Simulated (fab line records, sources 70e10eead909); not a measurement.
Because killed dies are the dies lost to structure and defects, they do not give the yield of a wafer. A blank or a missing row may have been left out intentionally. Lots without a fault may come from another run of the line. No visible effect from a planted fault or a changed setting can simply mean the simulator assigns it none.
A lot that was struck, set against a sound lot | flow nand harc | 12 steps out of a route of 1302
Sound: these wafers, L821.1, L821.3, L821.4. Struck: wafers L814.4, L814.5, L814.6. Last of all comes the cause.
For every step that has rows: the tool of each side, followed by ch and its chambers, followed by its first start. Under that, the readings that differ: sound wafers | struck wafers | difference of the means | sigmas: that difference in standard deviations of wafers without a fault.
alike: a reading whose means differ by less than 2 such deviations, as well as words and numbers matching on both sides. not compared: withheld readings; readings where some wafer has no value; bounds like >300 that might hide an equal value; numbers whose values overlap and for which the record gives no deviation.
A row with sigmas, a row that says differs or no value, or rows on one side alone: a step with any of these is where the two part. When numbers do not overlap yet have no deviation, they are printed without sigmas and do not part them. A reading that every wafer of one side lacks parts them only if that side has two wafers or more.

NHARC_A_ZERO_WELL_INSPECT_17:
  sound: defect inspect-01 at day 12 21:16; struck: defect inspect-02 at day 9 21:35
  alike: raw defect count
then, 3 steps without rows for these wafers: NHARC_A_SOURCE_PLATE_PRECLEAN_00 (cleans in HF-LAST, time 60 s); NHARC_A_SOURCE_PLATE_SRD_01; NHARC_A_SOURCE_PLATE_OXIDE_02 (material SiO2, target thk 10 nm, ox time 1362 s).
NHARC_A_SOURCE_PLATE_THK_MEAS_09: measures by ellipsometry.
  sound: film metro-02 at day 13 03:18; struck: film metro-01 at day 10 04:52
  alike: thk nm
then, 3 steps without rows for these wafers: NHARC_A_SOURCE_PLATE_PVD_04 (deposits WSi2, target thk 50 nm); NHARC_A_SOURCE_PLATE_CVD_03 (deposits poly-Si, target thk 200 nm, time 4000 s); NHARC_A_SOURCE_PLATE_ANNEAL_05 (time 1800 s).
NHARC_A_SOURCE_PLATE_THK_MEAS_06: measures by ellipsometry.
  sound: film metro-01 at day 13 17:29; struck: film metro-01 at day 10 16:12
  alike: thk nm
NHARC_A_SOURCE_PLATE_INSPECT_08:
  sound: defect inspect-02 at day 13 17:32; struck: defect inspect-02 at day 10 16:16
  alike: raw defect count
NHARC_A_ONON_D1_DEP_00: target thk 1000 nm.
  sound on pecvd onon-04 ch 0, day 13 17:37; struck on pecvd onon-04, day 10 16:30
  no value came back on the struck wafers for n2 flow sccm (sccm), n2o flow sccm (sccm), nh3 flow sccm (sccm); on the sound wafers n2 flow sccm (sccm) reads 2758 2749 2762
-- record jumps: 17 days between struck wafers' starts before vs after; left off in module A_ONON_D1, resumes in module END, first step shown is number 1302 of the route --
NHARC_END_SORT_01:
  at this point the record logs the struck wafers (prober-01 ch 0, day 27 11:25) and has no rows for the sound ones

## WHERE THEY PART
Last at NHARC_END_SORT_01 as far as this record goes, first at NHARC_A_ONON_D1_DEP_00.

WHY: what the simulator had put in
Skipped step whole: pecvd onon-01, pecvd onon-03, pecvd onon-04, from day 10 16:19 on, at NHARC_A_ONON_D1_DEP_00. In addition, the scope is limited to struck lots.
